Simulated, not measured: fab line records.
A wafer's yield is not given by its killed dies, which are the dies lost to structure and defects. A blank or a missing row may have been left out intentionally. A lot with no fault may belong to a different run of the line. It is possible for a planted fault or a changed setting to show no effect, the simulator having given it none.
Matching of chambers || flow n5Finfet || 4 sister chambers for N5_MOL_CONTACT_COAG_ALD_123 on aldSin-04
The step deposits SiNx, target thk 5 nm, pulse time 1 s, purge time 2 s. 22 wafers are shown with their chamber, then 11 later ones without.

## WAFERS WITH THEIR CHAMBER
{"wafer": "L080.1", "chamber": 3, "heaterPowerW (W)": 764, "precursorPulseHeightRel": 1.006}
{"wafer": "L080.2", "chamber": 0, "heaterPowerW (W)": 776, "precursorPulseHeightRel": 1.008}
{"wafer": "L080.4", "chamber": 2, "heaterPowerW (W)": 1025, "precursorPulseHeightRel": 0.981}
{"wafer": "L081.2", "chamber": 3, "heaterPowerW (W)": 788, "precursorPulseHeightRel": 1.004}
{"wafer": "L081.5", "chamber": 0, "heaterPowerW (W)": 781, "precursorPulseHeightRel": 1.000}
{"wafer": "L081.6", "chamber": 1, "heaterPowerW (W)": 816, "precursorPulseHeightRel": 0.995}
{"wafer": "L083.3", "chamber": 1, "heaterPowerW (W)": 814, "precursorPulseHeightRel": 1.006}
{"wafer": "L083.4", "chamber": 0, "heaterPowerW (W)": 797, "precursorPulseHeightRel": 1.031}
{"wafer": "L083.5", "chamber": 0, "heaterPowerW (W)": 798, "precursorPulseHeightRel": 0.986}
{"wafer": "L084.1", "chamber": 2, "heaterPowerW (W)": 1014, "precursorPulseHeightRel": 0.989}
{"wafer": "L084.2", "chamber": 1, "heaterPowerW (W)": 817, "precursorPulseHeightRel": 1.007}
{"wafer": "L084.3", "chamber": 0, "heaterPowerW (W)": 796, "precursorPulseHeightRel": 1.043}
{"wafer": "L084.4", "chamber": 3, "heaterPowerW (W)": 794, "precursorPulseHeightRel": 1.002}
{"wafer": "L084.5", "chamber": 1, "heaterPowerW (W)": 841, "precursorPulseHeightRel": 0.981}
{"wafer": "L084.6", "chamber": 2, "heaterPowerW (W)": 1003, "precursorPulseHeightRel": 0.998}
{"wafer": "L090.1", "chamber": 2, "heaterPowerW (W)": 980, "precursorPulseHeightRel": 0.989}
{"wafer": "L090.2", "chamber": 3, "heaterPowerW (W)": 794, "precursorPulseHeightRel": 1.005}
{"wafer": "L090.3", "chamber": 1, "heaterPowerW (W)": 849, "precursorPulseHeightRel": 0.997}
{"wafer": "L090.4", "chamber": 0, "heaterPowerW (W)": 791, "precursorPulseHeightRel": 0.984}
{"wafer": "L090.5", "chamber": 0, "heaterPowerW (W)": 790, "precursorPulseHeightRel": 0.971}
{"wafer": "L090.6", "chamber": 3, "heaterPowerW (W)": 776, "precursorPulseHeightRel": 1.036}
{"wafer": "L091.1", "chamber": 0, "heaterPowerW (W)": 798, "precursorPulseHeightRel": 1.014}

SIGNATURES, as means of the wafers listed above
{"reading": "heaterPowerW", "chamber 0": 790.88, "chamber 1": 827.40, "chamber 2": 1005.50, "chamber 3": 783.20, "scatter within a chamber": 13.6}
{"reading": "precursorPulseHeightRel", "chamber 0": 1.00462, "chamber 1": 0.99720, "chamber 2": 0.98925, "chamber 3": 1.01060, "scatter within a chamber": 0.0176}
Rule: distance of a wafer from a chamber = root of the sum over the readings of ((wafer's reading minus chamber's mean) / reading's scatter) squared. If the next closest chamber is less than 2 further off than the closest, the wafer can't be placed; otherwise it belongs to the closest. The scatter is the square root of a quotient: the sum, over the shown wafers, of each reading's squared deviation from its chamber's mean, divided by wafers minus chambers.

## WAFERS MISSING THEIR CHAMBER
{"wafer": "L091.2", "heaterPowerW (W)": 822, "precursorPulseHeightRel": 1.017}
{"wafer": "L091.6", "heaterPowerW (W)": 793, "precursorPulseHeightRel": 1.009}
{"wafer": "L093.1", "heaterPowerW (W)": 1002, "precursorPulseHeightRel": 0.989}
{"wafer": "L093.2", "heaterPowerW (W)": 786, "precursorPulseHeightRel": 1.044}
{"wafer": "L093.3", "heaterPowerW (W)": 852, "precursorPulseHeightRel": 0.976}
{"wafer": "L093.4", "heaterPowerW (W)": 808, "precursorPulseHeightRel": 0.974}
{"wafer": "L093.5", "heaterPowerW (W)": 1047, "precursorPulseHeightRel": 0.983}
{"wafer": "L093.6", "heaterPowerW (W)": 760, "precursorPulseHeightRel": 0.990}
{"wafer": "L095.2", "heaterPowerW (W)": 803, "precursorPulseHeightRel": 0.973}
{"wafer": "L095.3", "heaterPowerW (W)": 1019, "precursorPulseHeightRel": 1.022}
{"wafer": "L095.5", "heaterPowerW (W)": 772, "precursorPulseHeightRel": 1.035}

## WHICH CHAMBER EACH ONE RAN IN
{"wafer": "L091.2", "from the rows above": "can't be placed: 1 or 0 or 3", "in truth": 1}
{"wafer": "L091.6", "from the rows above": "can't be placed: 0 or 3", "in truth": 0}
{"wafer": "L093.1", "from the rows above": 2, "in truth": 2}
{"wafer": "L093.2", "from the rows above": "can't be placed: 3 or 0", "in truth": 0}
{"wafer": "L093.3", "from the rows above": 1, "in truth": 1}
{"wafer": "L093.4", "from the rows above": "can't be placed: 1 or 0 or 3", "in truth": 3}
{"wafer": "L093.5", "from the rows above": 2, "in truth": 2}
{"wafer": "L093.6", "from the rows above": "can't be placed: 3 or 0", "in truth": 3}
{"wafer": "L095.2", "from the rows above": "can't be placed: 0 or 1 or 3", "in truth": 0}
{"wafer": "L095.3", "from the rows above": 2, "in truth": 2}
{"wafer": "L095.5", "from the rows above": "can't be placed: 3 or 0", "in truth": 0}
4 of 11 placed correctly. Not placeable from these rows: 7 (in 7, the candidates include the true chamber). Placed wrongly: 0.
